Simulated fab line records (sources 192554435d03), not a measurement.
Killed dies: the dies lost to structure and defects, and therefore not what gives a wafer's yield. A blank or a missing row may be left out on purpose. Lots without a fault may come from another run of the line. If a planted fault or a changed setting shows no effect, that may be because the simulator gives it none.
Matching of chambers || flow n5_finfet || N5_BEOL_M1_STRIP_36 on rie_diel-05 has 4 sister chambers
The step strips in N2/H2. 16 wafers are shown with their chamber, then 8 later ones without.

== WAFERS PAIRED WITH THEIR CHAMBERS ==
{"wafer": "L074.2", "chamber": 2, "showerhead_plenum_p_Torr (Torr)": 2.55, "oes_product_au (a.u.)": 0.75, "rf_vpp_V (V)": 58.8}
{"wafer": "L074.3", "chamber": 3, "showerhead_plenum_p_Torr (Torr)": 2.56, "oes_product_au (a.u.)": 0.84, "rf_vpp_V (V)": 58.5}
{"wafer": "L074.5", "chamber": 2, "showerhead_plenum_p_Torr (Torr)": 2.55, "oes_product_au (a.u.)": 0.75, "rf_vpp_V (V)": 59.2}
{"wafer": "L077.1", "chamber": 3, "showerhead_plenum_p_Torr (Torr)": 2.55, "oes_product_au (a.u.)": 0.84, "rf_vpp_V (V)": 59.5}
{"wafer": "L077.2", "chamber": 1, "showerhead_plenum_p_Torr (Torr)": 2.42, "oes_product_au (a.u.)": 0.74, "rf_vpp_V (V)": 59.9}
{"wafer": "L077.3", "chamber": 2, "showerhead_plenum_p_Torr (Torr)": 2.54, "oes_product_au (a.u.)": 0.73, "rf_vpp_V (V)": 57.8}
{"wafer": "L081.2", "chamber": 0, "showerhead_plenum_p_Torr (Torr)": 2.50, "oes_product_au (a.u.)": 0.94, "rf_vpp_V (V)": 59.1}
{"wafer": "L081.3", "chamber": 1, "showerhead_plenum_p_Torr (Torr)": 2.41, "oes_product_au (a.u.)": 0.74, "rf_vpp_V (V)": 60.2}
{"wafer": "L081.4", "chamber": 2, "showerhead_plenum_p_Torr (Torr)": 2.54, "oes_product_au (a.u.)": 0.74, "rf_vpp_V (V)": 57.9}
{"wafer": "L083.1", "chamber": 1, "showerhead_plenum_p_Torr (Torr)": 2.41, "oes_product_au (a.u.)": 0.73, "rf_vpp_V (V)": 59.6}
{"wafer": "L083.4", "chamber": 3, "showerhead_plenum_p_Torr (Torr)": 2.55, "oes_product_au (a.u.)": 0.83, "rf_vpp_V (V)": 58.9}
{"wafer": "L083.5", "chamber": 1, "showerhead_plenum_p_Torr (Torr)": 2.41, "oes_product_au (a.u.)": 0.74, "rf_vpp_V (V)": 58.3}
{"wafer": "L087.1", "chamber": 1, "showerhead_plenum_p_Torr (Torr)": 2.41, "oes_product_au (a.u.)": 0.75, "rf_vpp_V (V)": 59.8}
{"wafer": "L087.2", "chamber": 2, "showerhead_plenum_p_Torr (Torr)": 2.54, "oes_product_au (a.u.)": 0.73, "rf_vpp_V (V)": 59.2}
{"wafer": "L087.5", "chamber": 1, "showerhead_plenum_p_Torr (Torr)": 2.41, "oes_product_au (a.u.)": 0.73, "rf_vpp_V (V)": 60.2}
{"wafer": "L089.1", "chamber": 2, "showerhead_plenum_p_Torr (Torr)": 2.54, "oes_product_au (a.u.)": 0.72, "rf_vpp_V (V)": 60.3}

SIGNATURES, as means of the wafers listed above
{"reading": "showerhead_plenum_p_Torr", "chamber 0": 2.5000, "chamber 1": 2.4117, "chamber 2": 2.5433, "chamber 3": 2.5533, "scatter within a chamber": 0.00486}
{"reading": "oes_product_au", "chamber 0": 0.9400, "chamber 1": 0.7383, "chamber 2": 0.7367, "chamber 3": 0.8367, "scatter within a chamber": 0.0095}
{"reading": "rf_vpp_V", "chamber 0": 59.100, "chamber 1": 59.667, "chamber 2": 58.867, "chamber 3": 58.967, "scatter within a chamber": 0.784}
Rule: a wafer's distance from a chamber is the root of the sum, over the readings, of the square of ((its reading less the chamber's mean) divided by the reading's scatter). If the next closest chamber is less than 2 further off than the closest, the wafer can't be placed; otherwise it belongs to the closest. The scatter: the root of (the sum of the squares of (reading less its chamber's mean) over the shown wafers, divided by (wafers less chambers)).

== WAFERS WHOSE CHAMBER IS MISSING ==
{"wafer": "L089.2", "showerhead_plenum_p_Torr (Torr)": 2.41, "oes_product_au (a.u.)": 0.74, "rf_vpp_V (V)": 59.2}
{"wafer": "L089.6", "showerhead_plenum_p_Torr (Torr)": 2.49, "oes_product_au (a.u.)": 0.91, "rf_vpp_V (V)": 57.7}
{"wafer": "L094.2", "showerhead_plenum_p_Torr (Torr)": 2.53, "oes_product_au (a.u.)": 0.72, "rf_vpp_V (V)": 60.2}
{"wafer": "L094.3", "showerhead_plenum_p_Torr (Torr)": 2.49, "oes_product_au (a.u.)": 0.89, "rf_vpp_V (V)": 56.6}
{"wafer": "L094.4", "showerhead_plenum_p_Torr (Torr)": 2.49, "oes_product_au (a.u.)": 0.91, "rf_vpp_V (V)": 59.2}
{"wafer": "L097.2", "showerhead_plenum_p_Torr (Torr)": 2.40, "oes_product_au (a.u.)": 0.72, "rf_vpp_V (V)": 59.7}
{"wafer": "L097.4", "showerhead_plenum_p_Torr (Torr)": 2.53, "oes_product_au (a.u.)": 0.72, "rf_vpp_V (V)": 59.4}
{"wafer": "L097.5", "showerhead_plenum_p_Torr (Torr)": 2.54, "oes_product_au (a.u.)": 0.79, "rf_vpp_V (V)": 60.0}

== THE CHAMBER EACH PASSED THROUGH ==
{"wafer": "L089.2", "from the rows above": 1, "in truth": 1}
{"wafer": "L089.6", "from the rows above": 0, "in truth": 0}
{"wafer": "L094.2", "from the rows above": 2, "in truth": 2}
{"wafer": "L094.3", "from the rows above": 0, "in truth": 0}
{"wafer": "L094.4", "from the rows above": 0, "in truth": 0}
{"wafer": "L097.2", "from the rows above": 1, "in truth": 1}
{"wafer": "L097.4", "from the rows above": 2, "in truth": 2}
{"wafer": "L097.5", "from the rows above": "can't be placed: 3 or 2", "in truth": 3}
7 of 8 placed correctly. Can't be placed from these rows: 1 (the true chamber is among the candidates in 1). Wrongly placed: 0.
